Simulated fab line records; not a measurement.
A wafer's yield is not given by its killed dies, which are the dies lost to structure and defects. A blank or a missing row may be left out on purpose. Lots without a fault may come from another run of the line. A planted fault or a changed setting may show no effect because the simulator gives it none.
fab line records	flow n5_finfet
record: lots: 4	wafers: 12	last_day: 14
route steps=1938 shown BEOL_M5@1151 BEOL_M15@1830 PASSIVATION@1936
lots untouched by any fault: they come from a run of this same line in which no faults occurred
start_h: hours from the record's first day to the start of the lot's first wafer shown	wait_h: how many hours have passed since the lot's step before this one	" repeats the value in the row above	L1.1+2: one row covering several wafers at once	- value missing, or start not given	* or withheld: withheld	< > ~ a bound
route shown NAME@n: NAME is a module with steps in the file, n the number in the route of the first one	usual: mean and standard deviation over wafers with no fault	same: alike in all rows	chamber/n: place in a boat	sites: per-site readings	_std_site: the values' standard deviation	_edge_site: outer sites' mean less inner sites'	radius_mm: how far each site lies from the wafer's centre	mask NAME#n: copy n	behind: the tool/chamber that last shaped the wafer	hold: what put the lot on hold/how long, in hours/how the hold closed	device: transistor that didn't switch, given as n, p or np	end of line: at the end of the route, the tests of the same wafers	a step without rows: its recipe alone	killed: count of dies lost to structure and defects at first sort (not the wafer's yield)	map: per-die view of a wafer (x killed, . not killed, _ where there is no die)
set.NAME: the setting that was run; set.NAME@STEP: the one run at that earlier step	model.NAME: the simulator's own value behind a step, which no gauge read
certain route steps with their lots: each step a table, each wafer a row
services: a tool's chamber out of use, with start hour (start_h, from the record's first day; less than 0 if before it), hours out, and reason
== steps ==
step: N5_BEOL_M5_DESCUM_33
recipe: chemistry: O2	time_s: 7	source_power_w: 50	bias_power_w: 20	pressure_mtorr: 20	rf_frequency_hz: 2.712e+07	temp_c: 40	resist: CAR-EUV	o2_flow_sccm: 225
step: N5_BEOL_M5_ETCH_75
recipe: chemistry: N2/H2	target: underlayer	target_depth_a: 65	mask_material: CAR-EUV	time_s: 5.2	ion_energy_ev: 200	pressure_mtorr: 30	source_w: 840	bias_w: 150	n2_flow_sccm: 200	h2_flow_sccm: 200	ends: cleared
step: N5_BEOL_M5_ETCH_67
recipe: chemistry: CF4	target: SiARC	target_depth_a: 156	mask_material: CAR-EUV	time_s: 26	ion_energy_ev: 80	pressure_mtorr: 40	source_w: 545	bias_w: 36	Ar_flow_sccm: 100	cf4_flow_sccm: 100	ends: cleared
step: N5_BEOL_M5_ETCH_68
recipe: chemistry: N2/H2	target: SOC	target_depth_a: 800	overetch_a: 160	mask_material: SiARC	temp_c: 40	time_s: 120	ion_energy_ev: 200	pressure_mtorr: 30	source_w: 840	bias_w: 150	n2_flow_sccm: 200	h2_flow_sccm: 200
step: N5_BEOL_M5_STRIP_69
recipe: chemistry: N2/H2	temp_c: 40	n2_flow_sccm: 200	h2_flow_sccm: 200	rf_frequency_hz: 6e+07
step: N5_BEOL_M5_STRIP_76
recipe: chemistry: N2/H2	temp_c: 40	n2_flow_sccm: 200	h2_flow_sccm: 200	rf_frequency_hz: 6e+07
step: N5_BEOL_M5_VIA_ETCH_34
recipe: chemistry: C4F6/O2	target: SiCOH_lowk	target_depth_a: 883	mask_material: SOC	taper_deg: 4	time_s: 39.2	ion_energy_ev: 250	pressure_mtorr: 30	source_w: 345	bias_w: 185	Ar_flow_sccm: 300	C4F6_flow_sccm: 10	O2_flow_sccm: 10
step: N5_BEOL_M5_STRIP_85
recipe: chemistry: C4F6/O2	resist: SiARC	rf_frequency_hz: 6e+07
step: N5_BEOL_M5_STRIP_36
recipe: chemistry: N2/H2	power_w: 450	temp_c: 40	pressure_mtorr: 20	rf_frequency_hz: 6e+07	overash_fraction: 0.3	bias_power_w: 7	h2_frac: 0.5	n2_flow_sccm: 200	h2_flow_sccm: 200
step: N5_BEOL_M5_TRENCH_ETCH_37
recipe: chemistry: C4F6/O2	target_depth_a: 716.52	target: SiCOH_lowk	time_s: 24.7	ion_energy_ev: 250	pressure_mtorr: 30	source_w: 345	bias_w: 185	Ar_flow_sccm: 300	C4F6_flow_sccm: 10	O2_flow_sccm: 10
usual: drypump_motor_current_A: 5.6/0.35	mfc_ar_sccm: 300.1/0.91	oes_product_au: 0.77/0.069	rf_vpp_V: 662/12	run_length_s: 47.9/0.43	showerhead_plenum_p_Torr: 2.84/0.08	throttle_valve_pct: 20.87/0.2
lot.wafer	tool	chamber	start_h	wait_h	drypump_motor_current_A	mfc_ar_sccm	oes_product_au	rf_hours_counter_h	rf_vpp_V	run_length_s	showerhead_plenum_p_Torr	throttle_valve_pct	model.BEOL_M5.feature_depth_nm	model.etch.depth_nm	model.TiN_of_BEOL_M5_HM_DEP_02.thk_nm
L863.1	rie_diel-06	1	181.03	-	5.3	298.0	0.78	142	656	47.0	2.83	20.94	72	71.91	17.4
L863.2	"	2	"	"	6.0	301.1	0.84	54	663	48.2	2.77	20.85	70.8	70.73	17.2
L863.5	"	2	"	"	6.0	301.0	0.84	-	663	48.0	2.77	20.85	71	71.1	17.4
L872.2	rie_diel-04	2	241.56	-	6.1	300.3	0.72	178	654	48.2	2.94	20.74	70.4	70.4	17.6
L872.3	"	1	"	"	5.8	299.5	0.80	108	676	48.4	2.74	20.68	70	69.99	17.6
L872.6	"	2	"	"	6.1	299.9	0.71	-	657	47.7	2.94	20.74	70	69.99	17.8
L873.1	rie_diel-06	0	245.92	-	5.1	300.7	0.68	245	664	56.7	2.93	20.92	96.6	96.57	17
L873.2	"	1	"	"	5.3	298.7	0.76	159	655	47.5	2.83	20.95	71	70.98	18
L873.4	"	2	"	"	6.0	298.9	0.83	-	663	48.3	2.77	20.88	71.8	71.86	17.4
L875.1	rie_diel-06	3	251.87	-	5.5	300.2	0.73	199	654	48.2	2.72	21.20	71.6	71.53	17.6
L875.5	"	1	"	"	5.3	300.4	0.76	-	655	47.0	2.83	20.95	71.2	71.24	17.4
L875.6	"	0	"	"	5.1	300.2	0.68	-	667	56.4	2.93	20.97	96.4	96.48	17
step: N5_BEOL_M5_ETCH_41
recipe: chemistry: CH3F/O2	target: SiCN	target_depth_a: 315	taper_deg: 2	time_s: 56.7	ion_energy_ev: 120	mask_material: TiN	pressure_mtorr: 30	source_w: 395	bias_w: 75	Ar_flow_sccm: 150	CH3F_flow_sccm: 30	O2_flow_sccm: 20
step: N5_BEOL_M5_STRIP_91
recipe: chemistry: N2/H2	time_s: 10	power_w: 450	temp_c: 40	pressure_mtorr: 20	rf_frequency_hz: 6e+07	bias_power_w: 7	n2_flow_sccm: 200	h2_flow_sccm: 200
step: N5_BEOL_M5_OCD_MEAS_38
usual: trench_depth_nm: 70.9/1.3
lot.wafer	tool	chamber	start_h	wait_h	trench_depth_nm
L863.1	ocd-02	-	181.18	-	71.9
L863.2	"	-	"	"	70.6
L863.5	"	-	"	"	71.1
L872.2	ocd-02	-	241.72	-	70.5
L872.3	"	-	"	"	70.1
L872.6	"	-	"	"	69.5
L873.1	ocd-02	-	246.07	-	97.1
L873.2	"	-	"	"	71.5
L873.4	"	-	"	"	71.8
L875.1	ocd-02	-	252.02	-	71.4
L875.5	"	-	"	"	71.1
L875.6	"	-	"	"	96.8
step: N5_BEOL_M5_HM_STRIP_39
recipe: chemistry: peroxide_tin_strip	material: TiN	target_depth_a: 250	temp_c: 50	time_s: 158
step: N5_BEOL_M5_SRD_40
recipe: time_s: 30	temp_c: 23	rinse_liquid: diw	dry: ipa_marangoni
step: N5_BEOL_M5_PRECLEAN_42
recipe: chemistry: residue_remover	time_s: 60	temp_c: 40
step: N5_BEOL_M5_SRD_43
recipe: time_s: 30	temp_c: 23	rinse_liquid: diw	dry: ipa_marangoni
step: N5_BEOL_M5_CURE_80
recipe: temp_c: 370	time_s: 120	ambient: DMADMS/He	material: SiCOH_lowk
step: N5_BEOL_M5_DEGAS_44
recipe: ambient: vacuum	temp_c: 250	time_s: 60
step: N5_BEOL_M5_PRE_CLEAN_45
recipe: gas: H2/He	time_s: 30	temp_c: 250
step: N5_BEOL_M5_ALD_86
recipe: material: TaN	target_thk_a: *	temp_c: 275	ald_precursor_family: PDMAT	ald_co_reactant: NH3	pressure_torr: 3	carrier_flow_sccm: 1500	pulse_time_s: 2	purge_time_s: 3	co_reactant_purge_time_s: 2	co_reactant_pulse_time_s: 3	ald_cycles: 30	precursor_vessel_temp_c: 75	precursor_vessel_pressure_torr: 26.25	precursor_vessel_carrier_sccm: 1000
step: N5_BEOL_M5_SURFACE_TREAT_87
recipe: gas: Ar	time_s: *	ion_energy_ev: *	ion_current_ma_cm2: 0.5	pressure_mtorr: *	ar_flow_sccm: 30
step: N5_BEOL_M5_CVD_47
recipe: material: Co	target_thk_a: 30	temp_c: withheld	precursor: CCTBA/H2	pressure_torr: 30	time_s: 216
step: N5_BEOL_M5_SPUTTER_48
recipe: material: Cu	target_thk_a: 150	temp_c: -20	chamber_pressure_pa: 0.07	power_w: withheld	time_s: 27.62
step: N5_BEOL_M5_ANNEAL_49
recipe: temp_c: 400	time_s: 1800	ambient: vacuum
step: N5_BEOL_M5_SPUTTER_81
recipe: material: Cu	target_thk_a: 150	temp_c: -20	chamber_pressure_pa: 0.07	power_w: withheld	time_s: 27.62
step: N5_BEOL_M5_ANNEAL_82
recipe: temp_c: 400	time_s: 1800	ambient: vacuum
step: N5_BEOL_M5_SPUTTER_83
recipe: material: Cu	target_thk_a: 150	temp_c: -20	chamber_pressure_pa: 0.07	power_w: withheld	time_s: 27.62
step: N5_BEOL_M5_ANNEAL_84
recipe: temp_c: 400	time_s: 1800	ambient: vacuum
step: N5_BEOL_M5_SPUTTER_88
recipe: material: Cu	target_thk_a: 150	temp_c: -20	chamber_pressure_pa: 0.07	power_w: withheld	time_s: 27.62
step: N5_BEOL_M5_ANNEAL_89
recipe: temp_c: 400	time_s: 1800	ambient: vacuum
step: N5_BEOL_M5_SPUTTER_90
recipe: material: Cu	target_thk_a: 45	temp_c: -20	chamber_pressure_pa: 0.07	power_w: withheld	time_s: 8.29
step: N5_BEOL_M5_ECD_50
recipe: material: Cu	target_thk_a: 3000
step: N5_BEOL_M5_ANNEAL_51
recipe: temp_c: 225	time_s: 90	ambient: N2
step: N5_BEOL_M5_CMP_52
recipe: stop_on: SiCOH_lowk	t_overpolish_s: 6.9	down_force_psi: 1	platen_rpm: 50	clearing_platen_down_force_psi: 1.5	clearing_platen_rpm: 50	post_cmp_clean: cu_alkaline	target_thk_nm: 62	clearing_platen_pad_velocity_m_s: 0.99484	pad_velocity_m_s: 0.99484
usual: barrier_field_endpoint_s: 24.6/0.62	motor_current_A: 6.6/0.6	overpolish_run_s: 6.901/0.0087	time_to_endpoint_s: 63/3.3
lot.wafer	tool	chamber	start_h	wait_h	barrier_field_endpoint_s	motor_current_A	overpolish_run_s	time_to_endpoint_s	model.Cu_of_BEOL_M5_ECD_50.thk_nm
L863.2	cmp-01	3	187.35	0.2	24.3	6.6	6.909	57	60.8
L863.1	"	0	"	"	25.3	5.9	6.902	64	62.6
L863.5	"	3	"	"	24.5	6.9	6.892	61	62
L872.3	cmp-01	3	248.25	0.2	24.6	6.8	6.895	61	59.6
L872.2	"	0	"	"	24.4	6.1	6.897	63	61.8
L872.6	"	1	"	"	24.2	6.0	6.904	60	60
L873.2	cmp-03	0	253.16	0.2	24.4	7.7	6.902	64	62.2
L873.4	"	1	"	"	26.2	6.8	6.892	72	64.8
L873.1	"	3	"	"	25.1	7.4	6.908	66	88
L875.1	cmp-02	2	258.31	0.3	24.1	6.4	6.888	60	61.4
L875.5	"	0	"	"	24.5	6.3	6.921	64	62
L875.6	"	1	"	"	24.4	6.0	6.901	63	86.4
step: N5_BEOL_M5_THK_MEAS_53
recipe: thk_meas_gauge: xrf	reads: Cu_of_BEOL_M5_ECD_50
usual: M5_THK: 62.2/1.6
lot.wafer	tool	chamber	start_h	wait_h	M5_THK[nm]
L863.1	film_metro-02	-	187.65	-	63.5
L863.2	"	-	"	"	61.5
L863.5	"	-	"	"	63.0
L872.2	film_metro-02	-	248.48	-	63.2
L872.3	"	-	"	"	61.0
L872.6	"	-	"	"	61.5
L873.1	film_metro-02	-	253.46	-	90.2
L873.2	"	-	"	"	63.6
L873.4	"	-	"	"	66.2
L875.1	film_metro-01	-	258.53	-	61.4
L875.5	"	-	"	"	62.2
L875.6	"	-	"	"	86.1
step: N5_BEOL_M5_PRE_CLEAN_77
recipe: gas: NH3/H2	time_s: 15	temp_c: *	rf_power_w: 300
step: N5_BEOL_M5_CO_CAP_78
recipe: material: Co	target_thk_a: 20	temp_c: 200	precursor: CCTBA/H2	pressure_torr: 30	time_s: 102.1
step: N5_BEOL_M5_RS_MEAS_57
recipe: thk_meas_gauge: four-point-probe	reads: Co_of_BEOL_M5_CO_CAP_78+Cu_of_BEOL_M5_ECD_50+Co_of_BEOL_M5_CVD_47+TaN_of_BEOL_M5_ALD_86
usual: M5_RS: 0.390/0.012
lot.wafer	tool	chamber	start_h	wait_h	M5_RS[ohm/sq]
L863.1	film_metro-01	-	187.99	0.1	0.382
L863.2	"	-	"	"	0.397
L863.5	"	-	"	"	0.386
L872.2	film_metro-01	-	248.74	0.1	0.388
L872.3	"	-	"	"	0.407
L872.6	"	-	"	"	0.402
L873.1	film_metro-01	-	253.72	0.0	0.256
L873.2	"	-	"	"	0.386
L873.4	"	-	"	"	0.366
L875.1	film_metro-02	-	258.84	0.0	0.392
L875.5	"	-	"	"	0.385
L875.6	"	-	"	"	0.260
step: N5_BEOL_M15_RC_MEAS_101
usual: COMB_M10: 1.5e-11/3.1e-12	COMB_M11: 1.4e-11/3.1e-12	COMB_M12: 6.3e-12/1.3e-12	COMB_M13: 4.6e-12/9.7e-13	COMB_M14: 3.5e-12/8e-13	COMB_M15: 2.3e-12/4.8e-13	COMB_M6: 2.4e-11/5e-12	COMB_M7: 2.5e-11/5e-12	COMB_M8: 2.5e-11/5.1e-12	COMB_M9: 1.5e-11/3.3e-12	SERP_M10: 3.07/0.086	SERP_M11: 3.13/0.088	SERP_M12: 0.628/0.014	SERP_M13: 0.312/0.0069	SERP_M14: 0.161/0.0044	SERP_M5: 38.8/1.7	SERP_M5_max_site: 40.4/1.8	SERP_M6: 13.9/0.61	SERP_M7: 14.1/0.55	SERP_M8: 14.0/0.56	SERP_M9: 3.06/0.085
lot.wafer	tool	chamber	start_h	wait_h	COMB_M10[S/m]	COMB_M11[S/m]	COMB_M12[S/m]	COMB_M13[S/m]	COMB_M14[S/m]	COMB_M15[S/m]	COMB_M6[S/m]	COMB_M7[S/m]	COMB_M8[S/m]	COMB_M9[S/m]	SERP_M10[ohm/um]	SERP_M11[ohm/um]	SERP_M12[ohm/um]	SERP_M13[ohm/um]	SERP_M14[ohm/um]	SERP_M5[ohm/um]	SERP_M5_max_site[ohm/um]	SERP_M6[ohm/um]	SERP_M7[ohm/um]	SERP_M8[ohm/um]	SERP_M9[ohm/um]
L863.1	prober-01	0	263.65	0.0	9e-12	1.4e-11	7.3e-12	5.1e-12	4e-12	3.2e-12	2e-11	2.5e-11	2.4e-11	1.5e-11	3.11	3.08	0.606	0.304	0.159	38.7	41.1	14.3	14.2	14.5	2.91
L863.2	"	0	"	"	1.2e-11	1.7e-11	6e-12	3.8e-12	4e-12	2.1e-12	1.8e-11	1.9e-11	2e-11	1.6e-11	3.03	3.04	0.636	0.306	0.162	40.7	42.9	13.7	15.6	14.4	3.09
L863.5	"	0	"	"	1e-11	1.4e-11	6.3e-12	6.1e-12	2.8e-12	2.6e-12	2.3e-11	2.8e-11	2.4e-11	1.3e-11	3.04	3.03	0.633	0.316	0.160	38.5	41.5	14.0	14.8	14.8	2.93
L872.2	prober-01	0	311.95	0.2	1.5e-11	1.1e-11	4.9e-12	5.3e-12	3e-12	1.8e-12	2.4e-11	1.6e-11	1.9e-11	1e-11	3.06	3.18	0.632	0.313	0.157	38.7	41.0	13.8	14.1	14.8	3.04
L872.3	"	0	"	"	1.2e-11	1.1e-11	6.5e-12	4.3e-12	3.9e-12	1.8e-12	2e-11	1.9e-11	2.3e-11	1.5e-11	2.90	3.18	0.611	0.320	0.153	40.7	41.8	14.5	13.4	14.4	3.05
L872.6	"	0	"	"	1.1e-11	1.4e-11	5.7e-12	3.3e-12	2.8e-12	1.4e-12	2.4e-11	2.4e-11	1.8e-11	1.1e-11	3.16	3.14	0.622	0.312	0.155	41.4	42.9	14.2	15.1	12.9	3.01
L873.1	prober-02	0	320.24	0.0	1.7e-11	1.2e-11	6.8e-12	3e-12	2.9e-12	2.5e-12	2.3e-11	3e-11	2.8e-11	1.6e-11	3.01	3.14	0.633	0.313	0.165	26.3	27.5	13.8	13.9	14.0	3.25
L873.2	"	0	"	"	1.5e-11	1.3e-11	7.3e-12	3.8e-12	4.4e-12	2.4e-12	2.5e-11	2.7e-11	2.8e-11	1.4e-11	3.04	3.11	0.645	0.309	0.163	38.2	40.2	13.3	13.5	13.9	3.04
L873.4	"	0	"	"	1.4e-11	1.4e-11	5.9e-12	4.8e-12	2.7e-12	1.5e-12	2e-11	2e-11	2.7e-11	1.2e-11	3.04	2.94	0.628	0.308	0.167	37.1	39.4	14.3	13.3	13.7	2.95
L875.1	prober-02	0	325.01	0.0	2.3e-11	1e-11	8.1e-12	4.8e-12	2.7e-12	2.6e-12	2.3e-11	3.6e-11	2e-11	1.1e-11	3.22	3.22	0.617	0.318	0.157	38.6	40.1	14.2	14.7	14.6	3.01
L875.5	"	0	"	"	1.7e-11	1.3e-11	6.1e-12	3.7e-12	2.6e-12	2.6e-12	3e-11	1.9e-11	2.6e-11	1.3e-11	3.07	3.13	0.607	0.321	0.162	37.5	40.0	15.4	14.9	14.1	2.98
L875.6	"	0	"	"	1.9e-11	7e-12	6.6e-12	4.6e-12	2.8e-12	2.4e-12	2.1e-11	2e-11	2e-11	1.3e-11	3.08	3.25	0.625	0.318	0.159	26.6	27.3	14.2	14.0	13.7	3.06
sites SERP_M5 radius_mm=0,75,75,75,75,140,140,140,140
L863.1 35.9 38.4 37.2 38.7 37.7 41.1 39.9 40.8 39.0
L872.2 37.1 38.7 38.2 38.7 38.1 40.2 40.0 41.0 39.3
L873.1 25.5 26.0 25.8 26.3 27.1 26.8 27.3 26.2 27.5
L875.1 40.1 39.5 39.6 39.7 38.6 35.9 35.5 35.8 36.5
step: N5_PASSIVATION_PROBE_49
usual: defect_limited_yield: 91.1/1.3	killed_at_M0_to_M3: 35/11	killed_at_M4_up: 13/5.4	killed_at_contacts: 14/6.5	killed_at_front_end: 41/11	killed_at_other: 4/3.1	killed_dies: 106/15	killed_open: 69/12	killed_short: 35/7	sort_bin_5_function: 5.2/0.86	sort_bin_6_memory: 3.4/0.64	sort_n_pass: 1074/15	sort_yield_pct: 91.0/1.3
same: gross_dies: 1180	killed_at_back_side: 0	sort_bin_4_leakage[%]: 0	sort_bin_8_speed[%]: 0
lot.wafer	tool	chamber	start_h	wait_h	defect_limited_yield[%]	killed_at_M0_to_M3	killed_at_M4_up	killed_at_contacts	killed_at_front_end	killed_at_other	killed_dies	killed_open	killed_short	sort_bin_5_function[%]	sort_bin_6_memory[%]	sort_n_pass	sort_yield_pct[%]
L875.5	prober-02	-	337.55	0.2	92.6	19	10	32	25	1	87	62	23	4.6	2.5	1093	92.6
L875.6	prober-02	-	337.60	0.3	89.2	45	24	21	30	8	128	85	39	5.8	4.6	1052	89.2
killed by level:class
L875.5 MOL_CONTACT_COAG:geometric_particle:open=26 STI_FIN_REVEAL:geometric_particle:open=7 BEOL_M0_SAQP:geometric_particle:short=7 MOL_CONTACT_COAG:geometric_particle:short=6 FIN_SAQP:geometric_particle:open=5 DUMMY_GATE:geometric_particle:open=4 BEOL_M0_SAQP:geometric_particle:open=4 STARTING-WAFER:geometric_particle:short=4
L875.6 MOL_CONTACT_COAG:geometric_particle:open=18 BEOL_M3:geometric_particle:open=11 BEOL_M0_SAQP:geometric_particle:open=10 BEOL_M0_SAQP:geometric_particle:short=10 BEOL_M4:geometric_particle:open=9 FIN_SAQP:geometric_particle:short=6 STI_FIN_REVEAL:geometric_particle:open=6 BEOL_M7:geometric_particle:open=5
== services ==
tool	chamber	start_h	hours	kind
cmp-01	-	174.91	4.0	pm
cmp-01	-	178.91	-	consumable_replace:conditioner
cmp-01	-	178.91	-	consumable_replace:pad
cmp-01	-	180.08	0.8	repair
cmp-02	-	187.36	5.6	pm
rie_diel-06	-	201.04	0.4	repair
rie_diel-04	2	210.52	4.3	repair
rie_diel-04	0	233.13	1.3	repair
rie_diel-06	3	237.11	10.1	repair
cmp-02	-	241.21	2.3	repair
cmp-01	-	244.66	2.3	repair
rie_diel-06	0	256.68	-	clean
rie_diel-06	0	256.68	-	consumable_replace:focus_ring
rie_diel-06	0	256.68	16.4	scheduled_down
rie_diel-06	0	256.68	16.4	vent_cycle
== key ==
first_sign: step: N5_BEOL_M5_TRENCH_ETCH_37	reading: run_length_s	direction: up	sigmas: 20	usual: *	struck: *
effect: step: N5_BEOL_M5_OCD_MEAS_38	reading: trench_depth_nm	direction: up	sigmas: 20	usual: 70.9	struck: 96.9
effect: step: N5_BEOL_M5_THK_MEAS_53	reading: M5_THK	direction: up	sigmas: 16	usual: 62.2	struck: 88.1
effect: step: N5_BEOL_M5_RS_MEAS_57	reading: M5_RS	direction: down	sigmas: 11	usual: 0.390	struck: 0.258
effect: step: N5_BEOL_M15_RC_MEAS_101	reading: SERP_M5	direction: down	sigmas: 7.3	usual: 38.8	struck: 26.4
model_effect: step: N5_BEOL_M5_TRENCH_ETCH_37	value: BEOL_M5.feature_depth_nm	without: 71.8	struck: 96.5
model_effect: step: N5_BEOL_M5_CMP_52	value: Cu_of_BEOL_M5_ECD_50.thk_nm	without: 62.5	struck: 87.2
met_at N5_BEOL_M5_TRENCH_ETCH_37
struck_wafers L873.1,L875.6
fault: kind: process_parameter_drift	tool: rie_diel-06	chamber: 0	onset_h: 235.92	steps: N5_BEOL_M5_TRENCH_ETCH_37	channel: time_s	offset: *	shape: step	end_h: 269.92	acts_in: *	stated: *
